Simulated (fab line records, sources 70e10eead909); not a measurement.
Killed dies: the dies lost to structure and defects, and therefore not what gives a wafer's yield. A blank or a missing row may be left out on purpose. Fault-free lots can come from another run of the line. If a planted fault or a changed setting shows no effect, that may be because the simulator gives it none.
Which of the tools did it? -- flow nand-harc -- 24 lots, 72 wafers sampled, at 6 steps of a route of 1302

WHAT THE GAUGES SHOWED, per wafer
NHARC_A_SLIT_CD_MEAS_09 targets a cd of 300 nm.
lot,measured,on,cd-nm (nm)
L074,day 19 17:00,cd-sem-02,299.3 299.9 299.6
L075,day 20 14:20,cd-sem-02,300.6 300.4 300.5
L077,day 20 14:31,cd-sem-03,299.5 299.5 299.6
L076,day 21 02:34,cd-sem-03,300.6 300.5 300.5
L078,day 21 02:47,cd-sem-02,299.5 300.4 300.2
L079,day 22 08:46,cd-sem-02,299.6 299.4 300.0
L080,day 22 10:01,cd-sem-02,299.7 299.5 299.9
L082,day 22 19:31,cd-sem-01,300.6 300.0 300.6
L081,day 22 21:01,cd-sem-01,300.4 300.2 300.7
L083,day 24 08:55,cd-sem-02,300.5 299.6 299.7
L085,day 24 09:22,cd-sem-01,300.2 300.0 299.9
L084,day 24 15:29,cd-sem-01,300.1 300.1 299.7
L086,day 24 15:43,cd-sem-01,299.7 299.8 300.1
L087,day 25 11:02,cd-sem-03,300.2 299.8 300.2
L091,day 25 20:16,cd-sem-03,300.2 299.6 299.8
L088,day 25 20:26,cd-sem-01,299.8 300.2 300.2
L090,day 25 21:19,cd-sem-02,299.9 299.4 299.7
L089,day 26 10:21,cd-sem-03,300.4 300.2 300.1
L092,day 26 22:46,cd-sem-03,300.3 299.9 300.1
L093,day 27 19:36,cd-sem-02,299.2 299.4 299.4
L096,day 28 14:33,cd-sem-02,299.7 300.1 299.5
L094,day 28 15:25,cd-sem-03,300.3 300.0 299.9
L095,day 28 16:44,cd-sem-01,300.5 299.6 300.0
L097,day 28 23:34,cd-sem-02,299.9 299.8 299.1

NHARC_A_CONTACT_INSPECT_44.
lot,measured,on,raw-defect-count
L074,day 21 13:47,defect-inspect-02,99 79 87
L075,day 22 03:53,defect-inspect-01,38 52 48
L077,day 22 05:18,defect-inspect-01,62 76 68
L076,day 22 15:52,defect-inspect-01,66 76 65
L078,day 22 15:41,defect-inspect-01,159 154 180
L079,day 24 03:26,defect-inspect-02,146 163 154
L080,day 24 03:51,defect-inspect-02,29 32 34
L082,day 24 13:20,defect-inspect-02,119 132 112
L081,day 24 17:36,defect-inspect-01,60 57 67
L083,day 26 00:53,defect-inspect-02,80 85 76
L085,day 26 00:44,defect-inspect-02,141 140 137
L084,day 26 06:45,defect-inspect-02,13 14 13
L086,day 26 06:54,defect-inspect-02,121 109 127
L087,day 27 03:11,defect-inspect-01,114 109 144
L091,day 27 13:02,defect-inspect-01,112 93 101
L088,day 27 12:53,defect-inspect-01,16 10 15
L090,day 27 19:02,defect-inspect-02,112 130 117
L089,day 28 02:43,defect-inspect-02,104 114 108
L092,day 28 13:11,defect-inspect-02,66 82 83
L093,day 29 16:50,defect-inspect-02,100 109 130
L096,day 30 05:07,defect-inspect-02,52 50 39
L094,day 30 03:49,defect-inspect-01,107 108 103
L095,day 30 08:03,defect-inspect-01,35 40 46
L097,day 30 13:37,defect-inspect-01,78 98 109

NHARC_A_CONTACT_OVL_MEAS_70.
lot,measured,on,overlay-x-nm (nm),overlay-y-nm (nm)
L074,day 22 02:19,overlay-01,2.1 2.3 2.1,0.6 0.4 1.0
L075,day 22 14:02,overlay-02,-0.4 -0.7 -0.5,0.0 0.1 -0.6
L077,day 22 18:55,overlay-02,0.2 0.1 0.9,0.3 0.5 0.8
L076,day 23 02:23,overlay-02,0.6 -0.2 0.3,0.8 1.0 0.4
L078,day 23 01:51,overlay-01,0.1 0.1 -0.1,-1.9 -2.0 -1.8
L079,day 24 18:52,overlay-01,-0.2 -0.1 0.7,1.4 1.5 1.7
L080,day 24 19:06,overlay-01,0.3 0.3 -0.6,-0.2 0.5 0.6
L082,day 25 00:08,overlay-01,0.4 0.0 0.4,0.6 0.2 0.3
L081,day 25 03:49,overlay-02,-0.2 -0.7 -0.7,1.2 1.2 1.6
L083,day 26 16:07,overlay-02,-0.7 0.4 0.0,-1.2 -0.9 -0.7
L085,day 26 14:12,overlay-01,-0.2 -0.2 0.1,0.5 0.2 0.1
L084,day 26 17:31,overlay-01,0.4 0.6 0.8,0.3 0.4 0.6
L086,day 26 19:19,overlay-01,0.9 1.5 1.1,-0.3 -0.5 -0.5
L087,day 27 14:01,overlay-01,0.6 0.7 0.0,-1.1 -0.5 -0.5
L091,day 27 23:35,overlay-02,0.6 0.3 0.4,0.6 0.7 0.9
L088,day 28 02:58,overlay-01,-0.1 -0.1 -0.1,0.2 0.3 -0.3
L090,day 28 06:04,overlay-02,0.1 0.1 0.0,-0.3 0.2 -0.6
L089,day 28 18:02,overlay-01,1.5 2.6 2.7,0.5 0.0 0.4
L092,day 29 01:26,overlay-01,-0.5 -0.9 -0.8,0.2 -0.7 0.3
L093,day 30 04:28,overlay-01,-0.9 -0.8 -1.6,0.7 0.6 0.9
L096,day 30 19:54,overlay-02,-1.2 -0.9 -0.6,-1.4 -1.3 -1.2
L094,day 30 16:55,overlay-01,-0.1 -0.4 -0.9,0.5 0.0 1.0
L095,day 30 20:54,overlay-01,0.6 0.7 0.3,0.4 -0.3 0.0
L097,day 31 01:06,overlay-01,-0.3 -0.5 -0.8,0.0 -0.4 0.1

EACH LOT AND THE TOOL THAT RAN IT (in order: tool; ch and the chambers of the sampled wafers; start)
lot,NHARC_A_SLIT_DESCUM_14,NHARC_A_SLIT_STRIP_18,NHARC_A_CONTACT_ETCH_96
L074,"rie-diel-05 ch 0,1,3, day 19 17:12","rie-diel-06 ch 0,1,2, day 21 13:47 or earlier","rie-diel-10 ch 0,1,3, day 22 02:19 or earlier"
L075,"rie-diel-06 ch 1,2,3, day 20 14:32","rie-diel-06 ch 0,2,3, day 22 03:53 or earlier","rie-diel-10 ch 1,2,3, day 22 14:02 or earlier"
L077,"rie-diel-02 ch 0,1,3, day 20 14:42","rie-diel-05 ch 1,3, day 22 05:18 or earlier","rie-diel-10 ch 0,2,3, day 22 18:55 or earlier"
L076,"rie-diel-06 ch 0,1, day 21 02:46","rie-diel-05 ch 2,3, day 22 15:52 or earlier","rie-diel-10 ch 1,2,3, day 23 02:23 or earlier"
L078,"rie-diel-05 ch 0,2, day 21 02:59","rie-diel-02 ch 1,2,3, day 22 15:41 or earlier","rie-diel-12 ch 1,2, day 23 01:51 or earlier"
L079,"rie-diel-02 ch 0,1,3, day 22 08:58","rie-diel-06 ch 2,3, day 24 03:26 or earlier","rie-diel-10 ch 1,2,3, day 24 18:52 or earlier"
L080,"rie-diel-05 ch 1,2,3, day 22 10:13","rie-diel-02 ch 0,2,3, day 24 03:51 or earlier","rie-diel-13 ch 0,2, day 24 08:58"
L082,"rie-diel-02 ch 0,1,2, day 22 19:44","rie-diel-05 ch 0,1,2, day 24 13:20 or earlier","rie-diel-13 ch 2,3, day 24 18:27"
L081,"rie-diel-05 ch 1,2,3, day 22 21:12","rie-diel-02 ch 1,2,3, day 24 17:36 or earlier","rie-diel-10 ch 0,1,2, day 25 03:49 or earlier"
L083,"rie-diel-05 ch 0,1,3, day 24 09:07","rie-diel-05 ch 0,1,3, day 26 00:53 or earlier","rie-diel-12 ch 2,3, day 26 16:07 or earlier"
L085,"rie-diel-06 ch 1,2,3, day 24 09:34","rie-diel-06 ch 2,3, day 26 00:44 or earlier","rie-diel-10 ch 0,2,3, day 26 14:12 or earlier"
L084,"rie-diel-02 ch 1,3, day 24 15:40","rie-diel-05 ch 1,2, day 26 06:45 or earlier","rie-diel-13 ch 0,1, day 26 17:31 or earlier"
L086,"rie-diel-05 ch 1,2,3, day 24 15:53","rie-diel-06 ch 1,2,3, day 26 06:54 or earlier","rie-diel-10 ch 0,3, day 26 19:19 or earlier"
L087,"rie-diel-02 ch 2,3, day 25 11:13","rie-diel-06 ch 0,2,3, day 27 03:11 or earlier","rie-diel-12 ch 1,2,3, day 27 14:01 or earlier"
L091,"rie-diel-06 ch 0,2,3, day 25 20:28","rie-diel-06 ch 0,1,3, day 27 13:02 or earlier","rie-diel-10 ch 0,2, day 27 18:20"
L088,"rie-diel-02 ch 0,2,3, day 25 20:39","rie-diel-05 ch 0,3, day 27 12:53 or earlier","rie-diel-10 ch 0,2, day 27 19:32"
L090,"rie-diel-05 ch 0,2,3, day 25 21:31","rie-diel-02 ch 0,2,3, day 27 19:02 or earlier","rie-diel-10 ch 0,2, day 28 01:01"
L089,"rie-diel-05 ch 0,3, day 26 10:32","rie-diel-05 ch 0,1,3, day 28 02:43 or earlier","rie-diel-12 ch 0,3, day 28 18:02 or earlier"
L092,"rie-diel-02 ch 1,2, day 26 22:57","rie-diel-05 ch 1,2, day 28 13:11 or earlier","rie-diel-12 ch 0,1,3, day 29 01:26 or earlier"
L093,"rie-diel-05 ch 0,2, day 27 19:49","rie-diel-06 ch 1,2,3, day 29 16:50 or earlier","rie-diel-10 ch 1,2,3, day 30 04:28 or earlier"
L096,"rie-diel-05 ch 1,2,3, day 28 14:45","rie-diel-02 ch 0,1,3, day 30 05:07 or earlier","rie-diel-12 ch 2,3, day 30 19:54 or earlier"
L094,"rie-diel-02 ch 0,1, day 28 15:35","rie-diel-05 ch 0,1,3, day 30 03:49 or earlier","rie-diel-12 ch 2,3, day 30 16:55 or earlier"
L095,"rie-diel-05 ch 0,1,2, day 28 16:56","rie-diel-02 ch 0,1, day 30 08:03 or earlier","rie-diel-10 ch 0,1, day 30 20:54 or earlier"
L097,"rie-diel-06 ch 0,2,3, day 28 23:46","rie-diel-02 ch 1,2,3, day 30 13:37 or earlier","rie-diel-10 ch 0,1,3, day 31 01:06 or earlier"
- NHARC_A_SLIT_DESCUM_14: chemistry O2, time 3 s.
- NHARC_A_SLIT_STRIP_18: strips in O2.
- NHARC_A_CONTACT_ETCH_96: etches the open film in C4F6/O2, target depth 20 nm, time 10 s.

AS READ BY THE TOOLS THEMSELVES (means over the sampled wafers that have a number; for cases with no such wafer, the mark the record gives instead)
NHARC_A_SLIT_DESCUM_14.
lot,tool,drypump-motor-current-A (A),oes-product-au (a.u.),rf-vpp-V (V),showerhead-plenum-p-Torr (Torr),throttle-valve-pct (%)
L074,rie-diel-05,5.7,0.988,56.8,1.85,11.312
L075,rie-diel-06,6.3,0.996,57.0,1.85,11.311
L077,rie-diel-02,5.7,0.993,58.0,1.96,11.310
L076,rie-diel-06,5.8,1.007,57.5,1.96,11.319
L078,rie-diel-05,5.1,1.010,57.8,1.88,11.317
L079,rie-diel-02,5.7,1.003,58.5,1.96,11.307
L080,rie-diel-05,5.9,1.000,57.6,1.89,11.309
L082,rie-diel-02,5.9,1.001,57.7,1.93,11.312
L081,rie-diel-05,5.9,1.010,57.9,1.89,11.310
L083,rie-diel-05,5.7,0.998,57.4,1.85,11.316
L085,rie-diel-06,6.3,1.003,57.2,1.84,11.309
L084,rie-diel-02,5.7,0.995,57.7,1.95,11.312
L086,rie-diel-05,6.0,1.003,57.7,1.89,11.307
L087,rie-diel-02,6.1,0.996,58.6,1.98,11.307
L091,rie-diel-06,6.3,0.991,57.4,1.86,11.303
L088,rie-diel-02,6.0,0.998,58.2,1.99,11.314
L090,rie-diel-05,5.6,1.003,57.5,1.89,11.301
L089,rie-diel-05,5.4,1.000,58.0,1.85,11.312
L092,rie-diel-02,5.8,0.995,57.5,1.87,11.314
L093,rie-diel-05,5.3,0.997,57.6,1.93,11.311
L096,rie-diel-05,6.0,0.989,58.5,1.89,11.312
L094,rie-diel-02,5.6,1.008,58.8,1.90,11.315
L095,rie-diel-05,5.3,0.994,56.9,1.89,11.315
L097,rie-diel-06,6.3,0.996,58.2,1.86,11.308

NHARC_A_SLIT_STRIP_18.
lot,tool,drypump-motor-current-A (A),oes-product-au (a.u.),rf-vpp-V (V),showerhead-plenum-p-Torr (Torr),throttle-valve-pct (%)
L074,rie-diel-06,6.1,1.003,57.9,3.52,17.032
L075,rie-diel-06,6.3,1.003,56.5,3.44,17.031
L077,rie-diel-05,6.3,1.000,56.9,3.43,17.037
L076,rie-diel-05,6.3,1.005,56.8,3.50,17.039
L078,rie-diel-02,5.9,1.002,57.8,3.56,17.036
L079,rie-diel-06,6.5,0.994,57.3,3.33,17.038
L080,rie-diel-02,6.0,0.995,58.8,3.66,17.029
L082,rie-diel-05,5.4,1.002,57.1,3.48,17.039
L081,rie-diel-02,6.0,1.001,58.0,3.56,17.037
L083,rie-diel-05,5.7,1.001,57.5,3.42,17.037
L085,rie-diel-06,6.5,1.001,56.7,3.33,17.041
L084,rie-diel-05,5.6,1.002,57.8,3.55,17.042
L086,rie-diel-06,6.3,0.996,57.3,3.41,17.042
L087,rie-diel-06,6.3,1.005,57.2,3.43,17.036
L091,rie-diel-06,6.1,1.001,57.3,3.53,17.035
L088,rie-diel-05,5.5,0.996,58.7,3.41,17.032
L090,rie-diel-02,6.0,1.005,59.0,3.65,17.037
L089,rie-diel-05,5.7,0.999,57.9,3.42,17.039
L092,rie-diel-05,5.6,1.000,58.6,3.55,17.038
L093,rie-diel-06,6.3,1.001,57.1,3.41,17.036
L096,rie-diel-02,5.7,1.009,58.2,3.60,17.043
L094,rie-diel-05,5.7,0.998,57.6,3.41,17.039
L095,rie-diel-02,5.6,1.005,58.0,3.51,17.035
L097,rie-diel-02,6.0,1.004,57.4,3.55,17.036

NHARC_A_CONTACT_ETCH_96.
lot,tool,drypump-motor-current-A (A),oes-product-au (a.u.),rf-vpp-V (V),showerhead-plenum-p-Torr (Torr),throttle-valve-pct (%)
L074,rie-diel-10,5.88,1.001,546.8,3.90,26.904
L075,rie-diel-10,5.92,0.947,545.2,3.85,26.899
L077,rie-diel-10,6.07,0.953,546.6,3.91,26.905
L076,rie-diel-10,5.94,0.944,545.2,3.85,26.902
L078,rie-diel-12,6.28,0.943,550.1,4.09,26.913
L079,rie-diel-10,5.91,0.939,545.4,3.85,26.902
L080,rie-diel-13,5.98,1.001,546.1,3.92,26.911
L082,rie-diel-13,6.41,1.000,544.2,3.80,26.895
L081,rie-diel-10,6.04,0.949,545.6,3.91,26.897
L083,rie-diel-12,6.02,0.939,549.3,4.04,26.911
L085,rie-diel-10,6.10,0.995,546.4,3.90,26.902
L084,rie-diel-13,6.28,1.002,551.2,4.11,26.909
L086,rie-diel-10,5.94,0.999,545.8,3.88,26.912
L087,rie-diel-12,6.16,0.983,549.5,4.06,26.910
L091,rie-diel-10,6.20,1.004,548.0,3.95,26.912
L088,rie-diel-10,6.24,0.976,547.1,3.91,26.903
L090,rie-diel-10,6.23,0.949,546.7,3.90,26.897
L089,rie-diel-12,6.00,0.995,549.1,4.01,26.898
L092,rie-diel-12,6.11,0.992,548.8,4.03,26.906
L093,rie-diel-10,5.93,0.941,545.4,3.84,26.906
L096,rie-diel-12,6.19,0.939,546.3,3.92,26.897
L094,rie-diel-12,6.18,0.956,546.2,3.92,26.901
L095,rie-diel-10,5.85,0.939,545.9,3.89,26.906
L097,rie-diel-10,5.90,0.996,546.8,3.88,26.906

THE ANSWER, worked out from the rows above alone
Rule: the usual values come from the lots themselves. Put in order of their means at a reading, lots are off if they are a third of the lots or fewer, leave a main group of 4 or more, and stand apart from it by a gap of 3 or more times the standard deviation of the main group's means; of several such gaps the widest counts. If all means in a main group match to the digits the tables above print for the reading, that group is not used. A lot without any number at a reading at which 4 lots or more have one is off too. All remaining lots with rows at the step are treated as sound. Order of review: gauges by route order, followed by the tools' own readings, for which a lot's mean as printed above is used. The first step at which some lot is off is used, and at that step the reading that is off furthest; a lot without a number counts as furthest.
No lot is off on any of the readings shown, so nothing can be concluded from this.

WHAT HAD BEEN PUT IN BY THE SIMULATOR
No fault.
